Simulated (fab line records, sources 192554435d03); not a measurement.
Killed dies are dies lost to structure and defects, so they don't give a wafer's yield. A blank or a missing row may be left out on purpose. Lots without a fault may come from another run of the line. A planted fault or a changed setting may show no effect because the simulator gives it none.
A struck lot beside a sound one | flow n5_finfet | 16 steps out of a route of 1938
Sound: wafers L110.3, L110.4, L110.6. Struck: wafer L102.2. (L102.5 of the same lot was not struck and is left out.) The cause comes at the end.
At each step with rows: each side's tool, then ch and its chambers, then its first start. Under that, the readings that differ: sound wafers | struck wafers | difference of the means | sigmas: that difference in standard deviations of wafers without a fault.
alike: readings whose means differ by less than 2 such deviations, and words and numbers that are the same on both sides. not compared: withheld readings, readings that some wafer has no value for, bounds like >300 that may hide the same value, and numbers for which the record gives no deviation and whose values overlap.
The two part at a step that has a row with sigmas, a row that says differs or no value, or rows on one side only. Numbers that don't overlap but have no deviation are shown without sigmas and don't part them. A reading that every wafer of one side lacks parts them only if that side has two wafers or more.

first, 8 steps without rows for these wafers: N5_SDB_COAT_03 (time 60 s, resist thk 100 nm); N5_SDB_COAT_04 (time 60 s, resist thk 18 nm); N5_SDB_COAT_05 (resist thk 90 nm); N5_SDB_EBR_07; N5_SDB_SOFTBAKE_06 (time 60 s); N5_SDB_EXPOSE_08 (exposes mask SDB); N5_SDB_PEB_09 (peb time 60 s); N5_SDB_DEVELOP_10 (develop time 30 s).
N5_SDB_CD_MEAS_11: target cd 50 nm.
  sound on cd_sem-03 ch 0, day 7 11:44; struck on cd_sem-03 ch 0, day 5 16:23
  reading    | sound          | struck | difference | sigmas
  cd_nm (nm) | 49.5 50.0 48.9 | 51.0   | +1.5       | +2
N5_SDB_OVL_MEAS_12:
  sound on overlay-02 ch 0, day 7 11:46; struck on overlay-02 ch 0, day 5 16:25
  reading      | sound         | struck | difference | sigmas
  SDB_OVL (nm) | 0.0 -0.5 -0.9 | 1.6    | +2.1       | +3
N5_SDB_INSPECT_13: inspects for defects (brightfield).
  sound on defect_inspect-01, day 7 11:47; struck on defect_inspect-02, day 5 16:26
  alike: raw_defect_count
N5_SDB_DESCUM_16: chemistry O2, time 7.9 s.
  sound on rie_diel-04 ch 0,3, day 7 11:49; struck on rie_diel-02 ch 1, day 5 16:32
  alike: bias_power_w, drypump_motor_current_A, oes_product_au, rf_vpp_V, showerhead_plenum_p_Torr, throttle_valve_pct
  not compared: rf_hours_counter_h
N5_SDB_ETCH_17: etches SiARC in CF4, target depth 23.4 nm, time 39 s.
  sound on rie_diel-04 ch 0,3, day 7 11:52; struck on rie_diel-02 ch 1, day 5 16:34
  reading               | sound          | struck | difference | sigmas
  etch_rf_on_time_s (s) | 37.9 38.0 38.1 | 44.8   | +6.8       | +13
  alike: drypump_motor_current_A, oes_product_au, rf_vpp_V, showerhead_plenum_p_Torr, throttle_valve_pct
  not compared: rf_hours_counter_h
N5_SDB_ETCH_18: etches SOC in N2/H2, target depth 100 nm, overetch 20 nm, time 150 s.
  sound on rie_diel-04 ch 0,3, day 7 11:53; struck on rie_diel-02 ch 1, day 5 16:36
  alike: drypump_motor_current_A, oes_product_au, rf_vpp_V, showerhead_plenum_p_Torr, throttle_valve_pct
  not compared: rf_hours_counter_h
-- the record jumps here: 5 days lie between the struck wafers' starts before and after (it left off in module SDB and takes up again in module BEOL_M4, whose first step shown is number 1111 of the route) --
N5_BEOL_M4_RC_MEAS_101:
  sound on prober-02 ch 0, day 12 14:24; struck on prober-02 ch 0, day 11 00:14
  alike: DIBL_N, DIBL_P, IOFF_N, IOFF_P, ION_N, ION_P, SS_N, SS_P, VT_N, VT_P
-- the record jumps here: 5 days lie between the struck wafers' starts before and after (it left off in module BEOL_M4 and takes up again in module PASSIVATION, whose first step shown is number 1936 of the route) --
N5_PASSIVATION_PROBE_49:
  sound on prober-01, day 17 06:28; struck on prober-02, day 15 19:58
  alike: defect_limited_yield, killed_at_M0_to_M3, killed_at_M4_up, killed_at_contacts, killed_at_front_end, killed_at_other, killed_dies, killed_on_rim, killed_open, killed_short, sort_bin_5_function, sort_bin_6_memory, sort_n_pass, sort_yield_pct

WHERE THEY PART
First at N5_SDB_CD_MEAS_11; last, within this record, at N5_SDB_ETCH_17. Later steps at which nothing parts them and some readings are alike: N5_SDB_ETCH_18, N5_BEOL_M4_RC_MEAS_101, N5_PASSIVATION_PROBE_49.

WHY: what the simulator had put in
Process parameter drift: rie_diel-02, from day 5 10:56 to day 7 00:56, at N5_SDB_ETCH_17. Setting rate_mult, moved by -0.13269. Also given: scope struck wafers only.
